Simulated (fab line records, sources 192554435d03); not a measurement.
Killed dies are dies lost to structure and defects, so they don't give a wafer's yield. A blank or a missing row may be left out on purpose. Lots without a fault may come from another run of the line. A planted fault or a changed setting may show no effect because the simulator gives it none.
Chamber matching | flow n5_finfet | N5_BEOL_M4_ILD_DEP_00 on pecvd-01: 3 sister chambers
The step deposits SiOC from DEMS/O2, target thk 79 nm, time 15.3 s. 3 wafers are shown with their chamber, then 7 later ones without.

WAFERS WITH THEIR CHAMBER
wafer  | chamber | throttle_valve_pct (%)
L320.3 | 0       | 12.4
L320.5 | 1       | 12.8
L322.1 | 2       | 12.0

WAFERS WITHOUT THEIR CHAMBER
wafer  | throttle_valve_pct (%)
L322.4 | 12.2
L322.5 | 12.1
L321.1 | 12.8
L321.4 | 12.9
L321.6 | 12.1
L323.3 | 12.1
L323.6 | 12.1

WHICH CHAMBER EACH WENT THROUGH
wafer  | from the rows above     | in truth
L322.4 | can't be placed: 2 or 0 | 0
L322.5 | can't be placed: 2 or 0 | 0
L321.1 | 1                       | 1
L321.4 | 1                       | 1
L321.6 | can't be placed: 2 or 0 | 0
L323.3 | can't be placed: 2 or 0 | 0
L323.6 | can't be placed: 2 or 0 | 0
Placed correctly: 2 of 7. Can't be placed from these rows: 5 (the true chamber is among the candidates in 5). Placed wrongly: 0.
How it was worked out, from the rows above alone: a wafer's distance from a chamber is the root of the sum, over the readings, of the square of ((its reading less the chamber's mean) divided by the reading's scatter). The wafer belongs to the nearest chamber; if the next one is less than 2 further off, it can't be placed. A chamber's mean is the mean of its shown wafers. The scatter: with one shown wafer a chamber, the root of the mean of the squares of how far each hidden wafer lies from its nearest shown one.
